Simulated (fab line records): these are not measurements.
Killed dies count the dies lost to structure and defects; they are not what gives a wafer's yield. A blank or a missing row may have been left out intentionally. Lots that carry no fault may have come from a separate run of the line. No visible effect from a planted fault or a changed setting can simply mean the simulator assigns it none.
Chamber matching    flow n5-finfet    N5_DUMMY_REMOVAL_HM_STRIP_01 on rie-diel-03: 4 sister chambers
The step strips SiNx in CH3F/O2, stops on poly-Si, target depth 4 nm, time 6.8 s. 14 wafers are shown with their chamber, then 7 later ones without.

== WAFERS PAIRED WITH THEIR CHAMBERS ==
wafer   chamber  drypump-motor-current-A (A)  showerhead-plenum-p-Torr (Torr)  throttle-valve-pct (%)
L075.4  3        5.4                          2.01                             16.55
L075.5  1        5.1                          2.04                             16.07
L075.6  2        5.8                          2.08                             16.08
L080.2  2        5.8                          2.08                             16.11
L080.3  1        5.1                          2.03                             16.08
L080.6  3        5.4                          2.01                             16.56
L086.4  1        5.1                          2.03                             16.12
L086.5  0        6.2                          1.97                             15.97
L086.6  1        5.1                          2.03                             16.13
L087.2  0        6.2                          1.97                             15.97
L087.4  3        5.4                          2.00                             16.58
L087.5  0        6.3                          1.97                             15.98
L088.2  0        6.3                          1.97                             15.97
L088.3  1        5.1                          2.03                             16.12

SIGNATURES (averages over the wafers above)
reading                   chamber 0  chamber 1  chamber 2  chamber 3  scatter within a chamber
drypump-motor-current-A   6.250      5.100      5.800      5.400      0.0316
showerhead-plenum-p-Torr  1.9700     2.0320     2.0800     2.0067     0.00383
throttle-valve-pct        15.9725    16.1040    16.0950    16.5633    0.0198
Rule: a wafer lies at a distance from a chamber equal to the root of the sum of squares, over the readings, of (its reading less the chamber's mean, divided by the reading's scatter). The wafer belongs to the nearest chamber; if the next one is less than 2 further off, it can't be placed. The scatter: the root of (the sum of the squares of (reading less its chamber's mean) over the shown wafers, divided by (wafers less chambers)).

== WAFERS WITHOUT THEIR CHAMBER ==
wafer   drypump-motor-current-A (A)  showerhead-plenum-p-Torr (Torr)  throttle-valve-pct (%)
L088.5  5.7                          2.07                             16.16
L091.1  5.1                          2.03                             16.11
L091.3  6.2                          1.97                             15.98
L091.6  5.8                          2.07                             16.15
L092.2  5.4                          2.00                             16.59
L092.5  5.8                          2.07                             16.15
L092.6  5.1                          2.03                             16.11

== WHICH CHAMBER EACH ONE RAN IN ==
wafer   from the rows above  in truth
L088.5  2                    2
L091.1  1                    1
L091.3  0                    0
L091.6  2                    2
L092.2  3                    3
L092.5  2                    2
L092.6  1                    1
Correct placement for 7 of the 7. Left unplaced by these rows: 0. Wrongly placed: 0.
